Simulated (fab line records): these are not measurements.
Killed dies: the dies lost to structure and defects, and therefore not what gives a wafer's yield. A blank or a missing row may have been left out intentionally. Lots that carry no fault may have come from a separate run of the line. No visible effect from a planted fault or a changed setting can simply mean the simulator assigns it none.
Which tool did it? | flow nandHarc | 6 lots with 18 wafers sampled at 5 steps, on a route of 1302 steps

== WHAT THE GAUGES READ, wafer by wafer ==
NHARC_END_SORT_01.
lot | measured | on | killedAtArray

== WHICH TOOL RAN EACH LOT (tool, then ch and the chambers of the sampled wafers, then the start) ==
lot  | NHARC_A_STAIRCASE_DESCUM_252      | NHARC_A_STAIRCASE_ETCH_253        | NHARC_A_STAIRCASE_ETCH_271        | NHARC_A_STAIRCASE_DEP_280
L868 | rieDiel-04 ch 0,1,3, day 17 09:29 | rieDiel-04 ch 1,2,3, day 17 09:34 | rieDiel-04 ch 0,1,3, day 17 14:17 | pecvd-01 ch 0,2, day 17 21:04
L871 | rieDiel-04 ch 0,1, day 18 11:51   | rieDiel-04 ch 0,1,2, day 18 11:57 | rieDiel-07 ch 0,1,2, day 18 15:51 | pecvd-04 ch 0,1,2, day 18 22:47
L877 | rieDiel-07 ch 0,2,3, day 21 00:59 | rieDiel-07 ch 0,2,3, day 21 01:05 | rieDiel-04 ch 1,3, day 21 04:59   | pecvd-02 ch 0,2, day 21 09:53
L883 | rieDiel-04 ch 1,3, day 23 13:44   | rieDiel-04 ch 1,3, day 23 13:51   | rieDiel-10 ch 0,1,3, day 23 17:58 | pecvd-02 ch 0,1, day 23 23:38
L887 | rieDiel-10 ch 0,2,3, day 25 03:48 | rieDiel-10 ch 0,2,3, day 25 03:54 | rieDiel-04 ch 1,2,3, day 25 07:45 | pecvd-01 ch 0,1,2, day 25 12:35
L888 | rieDiel-07 ch 0,2,3, day 26 07:11 | rieDiel-07 ch 2,3, day 26 07:17   | rieDiel-04 ch 0,1,2, day 26 11:00 | pecvd-02 ch 0,2, day 26 19:45
- NHARC_A_STAIRCASE_DESCUM_252: chemistry O2, time 3 s.
- NHARC_A_STAIRCASE_ETCH_253: etches the open film in C4F8/O2, target depth 50 nm, time 20.2 s.
- NHARC_A_STAIRCASE_ETCH_271: etches the open film in CF4/CHF3.
- NHARC_A_STAIRCASE_DEP_280: deposits SiON, target thk 30 nm.

== THE ANSWER, worked out from the rows above alone ==
Rule: usual is defined by the lots themselves. The widest of any qualifying gaps counts: lots, ordered by their means at a reading, are off when they make up no more than a third of the lots, leave a main group of 4 or more, and stand apart from it by 3 or more times the standard deviation of that group's means. The tables above print the reading to a certain number of digits; a main group whose means all agree to those digits is not used. A lot without any number at a reading at which 4 lots or more have one is off too. Any other lot the step has rows for is counted as sound.
Nothing can be told from this: no lot is off at any reading shown.

== WHAT THE SIMULATOR PUT IN ==
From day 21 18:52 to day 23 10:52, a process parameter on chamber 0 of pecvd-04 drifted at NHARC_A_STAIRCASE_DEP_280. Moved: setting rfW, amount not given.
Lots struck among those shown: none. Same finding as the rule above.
